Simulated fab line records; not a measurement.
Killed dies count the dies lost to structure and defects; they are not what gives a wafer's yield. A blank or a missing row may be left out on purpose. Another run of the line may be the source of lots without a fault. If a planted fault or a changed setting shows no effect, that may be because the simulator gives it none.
What tool caused it? ; flow nand harc ; 7 lots, 21 wafers sampled, at 3 steps of a route of 1159

== WHAT THE GAUGES READ, wafer by wafer ==
NHARC_A_ONON_D1_THK_MEAS_11: measures by ellipsometry.
lot;measured;on;thk nm (nm)
L163;day 8 05:12;film metro-01;997 997 998
L165;day 8 15:17;film metro-01;1015 1015 1014
L172;day 10 06:50;film metro-01;718 714 716
L179;day 11 20:07;film metro-01;999 1000 1000
L181;day 12 09:59;film metro-01;1008 1010 1008
L182;day 12 14:58;film metro-02;1002 1001 1001
L184;day 13 17:34;film metro-02;997 993 994

== EACH LOT AND THE TOOL THAT RAN IT (in order: tool; ch and the chambers of the sampled wafers; start) ==
lot;NHARC_A_ZERO_WELL_DESCUM_12;NHARC_A_ONON_D1_DEP_09
L163;rie diel-06 ch 0,1,3, day 7 04:02;pecvd onon-01 ch 0, day 8 04:45
L165;rie diel-10 ch 1,2,3, day 7 15:13;pecvd onon-02 ch 0, day 8 14:46
L172;rie diel-10 ch 2,3, day 9 08:35;pecvd onon-02 ch 0, day 10 06:23
L179;rie diel-09 ch 0,1,3, day 10 20:17;pecvd onon-01 ch 0, day 11 19:37
L181;rie diel-10 ch 0,1,3, day 11 06:40;pecvd onon-03 ch 0, day 12 09:28
L182;rie diel-10 ch 0,1,3, day 11 14:34;pecvd onon-01 ch 0, day 12 14:31
L184;rie diel-09 ch 1,2,3, day 12 16:59;pecvd onon-03 ch 0, day 13 17:03
- NHARC_A_ZERO_WELL_DESCUM_12: chemistry O2, time 3 s.
- NHARC_A_ONON_D1_DEP_09: target thk 1000 nm.

== THE ANSWER, worked out from the rows above alone ==
Rule: the lots themselves supply what counts as usual. Put in order of their means at a reading, lots are off if they are a third of the lots or fewer, leave a main group of 4 or more, and stand apart from it by a gap of 3 or more times the standard deviation of the main group's means; of several such gaps the widest counts. A main group whose means are all the same, to the digits that the tables above print for the reading, isn't used. Also off: a lot with no number at a reading for which 4 or more lots have one. Where the step has rows for the other lots, those lots are counted as sound.
Off, at NHARC_A_ONON_D1_THK_MEAS_11 on thk nm: L172. For the main group the mean is 1003 nm and the standard deviation 6.9.
If a tool, at a process step before that reading, ran all the lots that are off and no sound lot after the first of them, it fits. Gauges at NHARC_A_ONON_D1_THK_MEAS_11: tried the same way as those tools. One fits: NHARC_A_ONON_D1_DEP_09 on pecvd onon-02. Its last sound lot is L165 (day 8 14:46), its first lot that is off L172 (day 10 06:23): a fault that began between those two fits.

== WHAT THE SIMULATOR HAD INSERTED ==
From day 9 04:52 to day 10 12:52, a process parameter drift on pecvd onon-02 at NHARC_A_ONON_D1_DEP_09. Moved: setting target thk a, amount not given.
Struck lots among those shown: L172. This agrees with what the rule above found.
